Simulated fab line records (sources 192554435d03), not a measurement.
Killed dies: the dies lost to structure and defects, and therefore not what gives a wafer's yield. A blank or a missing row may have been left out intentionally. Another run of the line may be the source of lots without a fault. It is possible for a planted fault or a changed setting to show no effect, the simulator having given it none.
Chamber matching + flow n5Finfet + 3 sister chambers for N5_BEOL_M1_CO_CAP_55 on cvdCo-01
The step material Co, precursor CCTBA/H2, target thk 2 nm, time 102.1 s. 14 wafers are shown with their chamber, then 7 later ones without.

## WAFERS WITH THEIR CHAMBER
| wafer  | chamber | heaterPowerW (W) |
|--------|---------|------------------|
| L791.2 | 2       | 191              |
| L791.4 | 1       | 229              |
| L791.5 | 2       | 192              |
| L794.2 | 1       | 232              |
| L794.3 | 0       | 231              |
| L794.6 | 2       | 191              |
| L796.1 | 2       | 185              |
| L796.4 | 1       | 231              |
| L796.6 | 2       | 187              |
| L798.2 | 2       | 189              |
| L798.3 | 0       | 232              |
| L798.4 | 2       | 190              |
| L797.2 | 2       | 189              |
| L797.3 | 0       | 231              |

SIGNATURES (means of the wafers above)
| reading      | chamber 0 | chamber 1 | chamber 2 | scatter within a chamber |
|--------------|-----------|-----------|-----------|--------------------------|
| heaterPowerW | 231.33    | 230.67    | 189.25    | 1.97                     |
Rule: distance of a wafer from a chamber = root of the sum over the readings of ((wafer's reading minus chamber's mean) / reading's scatter) squared. The wafer belongs to the nearest chamber; if the next one is less than 2 further off, it can't be placed. The scatter: take each reading less its chamber's mean, square it, sum over the shown wafers, divide by the number of wafers less the number of chambers, and take the root.

## WAFERS WITH NO CHAMBER GIVEN
| wafer  | heaterPowerW (W) |
|--------|------------------|
| L797.6 | 229              |
| L807.3 | 228              |
| L807.4 | 225              |
| L807.6 | 188              |
| L813.1 | 189              |
| L813.2 | 228              |
| L813.5 | 188              |

## THE CHAMBER EACH PASSED THROUGH
| wafer  | from the rows above     | in truth |
|--------|-------------------------|----------|
| L797.6 | can't be placed: 1 or 0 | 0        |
| L807.3 | can't be placed: 1 or 0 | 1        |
| L807.4 | can't be placed: 1 or 0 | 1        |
| L807.6 | 2                       | 2        |
| L813.1 | 2                       | 2        |
| L813.2 | can't be placed: 1 or 0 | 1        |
| L813.5 | 2                       | 2        |
3 of 7 placed correctly. Unplaceable from these rows: 4, with the true chamber sitting among the candidates in 4. Placed wrongly: 0.
